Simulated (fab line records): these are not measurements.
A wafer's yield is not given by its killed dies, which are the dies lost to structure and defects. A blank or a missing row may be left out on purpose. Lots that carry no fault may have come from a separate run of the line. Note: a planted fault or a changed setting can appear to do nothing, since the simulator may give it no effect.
fab line records | flow nand_harc
[record] lots = 5 wafers = 15 last_day = 34
route steps=1302 shown P_STI@107 P_GATE@110
lots untouched by any fault: they come from a run of this same line in which no faults occurred
start_h: the number of hours between the record's first day and the start of the first shown wafer of the lot | wait_h: hours since the lot's step before | " identical to the entry in the row above | L1.1+2: one row covering several wafers at once | - value missing, or start not given | * or withheld: withheld | < > ~ a bound
route shown NAME@n: names a module that has steps shown in the file, with the first one's number in the route | usual: mean/standard deviation taken from wafers without a fault | same: alike in all rows | chamber/n: place in a boat | sites: each site's reading | _std_site: the values' standard deviation | _edge_site: inner sites' mean taken away from outer sites' mean | radius_mm: for every site, how far away it sits from the centre of the wafer | mask NAME#n: copy n | behind: the most recent tool/chamber to have shaped the wafer | hold: what put the lot on hold/how long, in hours/how the hold closed | device: which transistor (n, p or np) failed to switch | end of line: the route-end tests of the same wafers | a step given without rows: its recipe and nothing more | killed: not the wafer's yield, but the dies lost to structure and defects at the first sort | map: dies across one wafer; x = killed, . = not, _ = none there
set.NAME: the run value of the setting; set.NAME@STEP: its run value at that earlier step | model.NAME: the simulator's own value behind a step, which no gauge read
lots seen at some steps along the route; tables by step, rows by wafer
services: a tool's chamber out of use, with start hour (start_h, from the record's first day; less than 0 if before it), hours out, and reason
[[steps]]
[step NHARC_P_STI_SRD_39]
[step NHARC_P_STI_OXIDE_40]
[recipe] target_thk_a = 100 temp_c = 900 ox_time_s = 1362 material = SiO2
[step NHARC_P_STI_INSPECT_25]
[usual] raw_defect_count = 211/84
// columns lot.wafer tool chamber start_h wait_h raw_defect_count
L275.1 defect_inspect-01 - 111.65 0.4 185
L275.2 " - " " 107
L275.5 " - " " 205
L276.3 defect_inspect-01 - 121.17 0.4 152
L276.4 " - " " 171
L276.5 " - " " 184
L283.3 defect_inspect-02 - 190.66 0.4 182
L283.5 " - " " 250
L283.6 " - " " 231
L293.2 defect_inspect-02 - 291.24 0.4 143
L293.4 " - " " 150
L293.5 " - " " 161
L294.1 defect_inspect-02 - 303.53 0.4 131
L294.3 " - " " 269
L294.4 " - " " 139
[step NHARC_P_GATE_ETCH_69]
[recipe] target_depth_a = 140 chemistry = dHF material = SiO2
[step NHARC_P_GATE_PRECLEAN_70]
[recipe] time_s = * temp_c = 50 bath_age_min = 0 chemistry = SC1
[step NHARC_P_GATE_SRD_01]
[step NHARC_P_GATE_OXIDE_02]
[recipe] target_thk_a = 375 temp_c = 950 p_h2o_torr = 720 ox_time_s = 365 material = SiO2
[step NHARC_P_GATE_DEHYDRATE_03]
[recipe] temp_c = 150 time_s = 120
[step NHARC_P_GATE_HMDS_04]
[recipe] time_s = 30
[step NHARC_P_GATE_COAT_05]
[recipe] spin_rpm = 4690
[step NHARC_P_GATE_SOFTBAKE_06]
[recipe] temp_c = 122 time_s = 95
[step NHARC_P_GATE_EBR_07]
[step NHARC_P_GATE_EXPOSE_08]
[recipe] na = 0.6 dose_mj = 16.75 mask_id = P_HV
[usual] reticle_temp_C = 23.01/0.099
// columns lot.wafer tool chamber start_h wait_h mask reticle_temp_C
L275.1 krf_scanner-04 0 120.46 - P_HV#0 22.94
L275.2 " 0 " " P_HV#0 23.07
L275.5 " 0 " " P_HV#0 23.14
L276.3 krf_scanner-02 0 133.22 - P_HV#0 22.96
L276.4 " 0 " " P_HV#0 23.00
L276.5 " 0 " " P_HV#0 22.94
L283.3 krf_scanner-04 0 199.21 - P_HVPW#0 23.07
L283.5 " 0 " " P_HVPW#0 23.15
L283.6 " 0 " " P_HVPW#0 23.03
L293.2 krf_scanner-02 0 299.34 - P_HV#0 23.11
L293.4 " 0 " " P_HV#0 22.98
L293.5 " 0 " " P_HV#0 22.92
L294.1 krf_scanner-04 0 313.07 - P_HV#0 23.07
L294.3 " 0 " " P_HV#0 22.97
L294.4 " 0 " " P_HV#0 22.97
[step NHARC_P_GATE_PEB_09]
[recipe] peb_temp_c = 118 peb_time_s = 85
[step NHARC_P_GATE_DEVELOP_10]
[recipe] time_s = 70
[step NHARC_P_GATE_CD_MEAS_11]
[recipe] target_cd_nm = 1640 landing_energy_ev = 500
[usual] cd_nm = 1640.4/2.3
// columns lot.wafer tool chamber start_h wait_h cd_nm
L275.1 cd_sem-02 0 120.61 - 1638.2
L275.2 " 0 " " 1637.4
L275.5 " 0 " " 1639.6
L276.3 cd_sem-03 0 133.37 - 1640.8
L276.4 " 0 " " 1637.5
L276.5 " 0 " " 1637.4
L283.3 cd_sem-01 0 199.36 - -
L283.5 " 0 " " -
L283.6 " 0 " " -
L293.2 cd_sem-02 0 299.50 - 1639.4
L293.4 " 0 " " 1641.6
L293.5 " 0 " " 1639.8
L294.1 cd_sem-02 0 313.23 - 1638.3
L294.3 " 0 " " 1640.1
L294.4 " 0 " " 1639.3
[step NHARC_P_GATE_HARDBAKE_12]
[recipe] temp_c = 125 time_s = 80
[[services]]
// columns tool chamber start_h hours kind
krf_scanner-02 - 118.25 3.8 repair
krf_scanner-04 - 120.93 4.2 repair
krf_scanner-04 - 132.52 0.4 repair
krf_scanner-02 - 141.16 0.7 repair
krf_scanner-04 - 182.00 4.0 pm
krf_scanner-04 0 192.92 - calibration
krf_scanner-02 - 213.51 3.5 repair
krf_scanner-02 0 258.48 - calibration
krf_scanner-02 - 265.06 0.1 repair
krf_scanner-02 - 266.00 4.0 pm
krf_scanner-02 - 307.97 5.2 repair
[[key]]
[first_sign] step = NHARC_P_GATE_EXPOSE_08 reading = mask direction = changed
[effect] step = NHARC_P_GATE_CD_MEAS_11 reading = cd_nm direction = missing
met_at NHARC_P_GATE_EXPOSE_08
struck_wafers L283.3,L283.5,L283.6
later_rows_left_out L283.3,L283.5,L283.6
sort_left_out L283.3,L283.5,L283.6
tester_left_out L283
onset_between 120.46 199.21
[fault] kind = wrong_mask tool = any chamber = - onset_h = 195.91 steps = NHARC_P_GATE_EXPOSE_08 aux_copy = P_HVPW#0 scope = struck_lots_only
// tester_left_out: of these lots the tester's yield and bins aren't shown, on N5 and GAA mostly nor the transistor test; their killed dies are dies lost to structure and defects alone, not to doping, threshold or leakage, so they don't give the yield
// sort_left_out: the simulated sort isn't trusted on such a fault, so these wafers' sort isn't shown, and their yield isn't known
// later_rows_left_out: the simulator's readings of these wafers behind a module that went badly wrong aren't trusted and aren't shown, but for the sort
